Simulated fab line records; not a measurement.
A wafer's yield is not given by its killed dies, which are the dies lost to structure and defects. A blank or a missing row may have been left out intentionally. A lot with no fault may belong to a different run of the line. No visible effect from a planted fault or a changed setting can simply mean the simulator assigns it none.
Chamber matching / flow n5Finfet / 4 sister chambers for N5_BEOL_M0_CUTY_ETCH_62 on rieDiel-02
The step etches SiARC in CF4, time 58.5 s. 8 wafers are shown with their chamber, then 9 later ones without.

== WAFERS WITH THEIR CHAMBER ==
wafer=L078.4; chamber=1; drypumpMotorCurrentA (A)=4.7; showerheadPlenumPTorr (Torr)=2.16
wafer=L082.2; chamber=1; drypumpMotorCurrentA (A)=4.7; showerheadPlenumPTorr (Torr)=2.16
wafer=L082.4; chamber=0; drypumpMotorCurrentA (A)=5.6; showerheadPlenumPTorr (Torr)=2.20
wafer=L091.3; chamber=0; drypumpMotorCurrentA (A)=5.7; showerheadPlenumPTorr (Torr)=2.19
wafer=L091.6; chamber=2; drypumpMotorCurrentA (A)=5.5; showerheadPlenumPTorr (Torr)=2.12
wafer=L092.2; chamber=3; drypumpMotorCurrentA (A)=5.1; showerheadPlenumPTorr (Torr)=2.21
wafer=L092.5; chamber=2; drypumpMotorCurrentA (A)=5.5; showerheadPlenumPTorr (Torr)=2.12
wafer=L092.6; chamber=3; drypumpMotorCurrentA (A)=5.1; showerheadPlenumPTorr (Torr)=2.21

== WAFERS WITH NO CHAMBER GIVEN ==
wafer=L093.1; drypumpMotorCurrentA (A)=5.1; showerheadPlenumPTorr (Torr)=2.21
wafer=L093.3; drypumpMotorCurrentA (A)=4.6; showerheadPlenumPTorr (Torr)=2.15
wafer=L093.6; drypumpMotorCurrentA (A)=5.1; showerheadPlenumPTorr (Torr)=2.21
wafer=L097.1; drypumpMotorCurrentA (A)=5.1; showerheadPlenumPTorr (Torr)=2.21
wafer=L097.3; drypumpMotorCurrentA (A)=5.5; showerheadPlenumPTorr (Torr)=2.12
wafer=L097.6; drypumpMotorCurrentA (A)=4.6; showerheadPlenumPTorr (Torr)=2.15
wafer=L096.4; drypumpMotorCurrentA (A)=5.6; showerheadPlenumPTorr (Torr)=2.19
wafer=L096.5; drypumpMotorCurrentA (A)=5.1; showerheadPlenumPTorr (Torr)=2.21
wafer=L096.6; drypumpMotorCurrentA (A)=5.5; showerheadPlenumPTorr (Torr)=2.12

== WHICH CHAMBER EACH WENT THROUGH ==
wafer=L093.1; from the rows above=3; in truth=3
wafer=L093.3; from the rows above=1; in truth=1
wafer=L093.6; from the rows above=3; in truth=3
wafer=L097.1; from the rows above=3; in truth=3
wafer=L097.3; from the rows above=2; in truth=2
wafer=L097.6; from the rows above=1; in truth=1
wafer=L096.4; from the rows above=0; in truth=0
wafer=L096.5; from the rows above=3; in truth=3
wafer=L096.6; from the rows above=2; in truth=2
Correct placement for 9 of the 9. Not placeable from these rows: 0. Wrongly placed: 0.
How it was worked out, from the rows above alone: a wafer's distance from a chamber is the root of the sum, over the readings, of the square of ((its reading less the chamber's mean) divided by the reading's scatter). The wafer belongs to the nearest chamber; if the next one is less than 2 further off, it can't be placed. Each chamber's mean is taken over the wafers shown for it. The scatter: take each reading less its chamber's mean, square it, sum over the shown wafers, divide by the number of wafers less the number of chambers, and take the root.
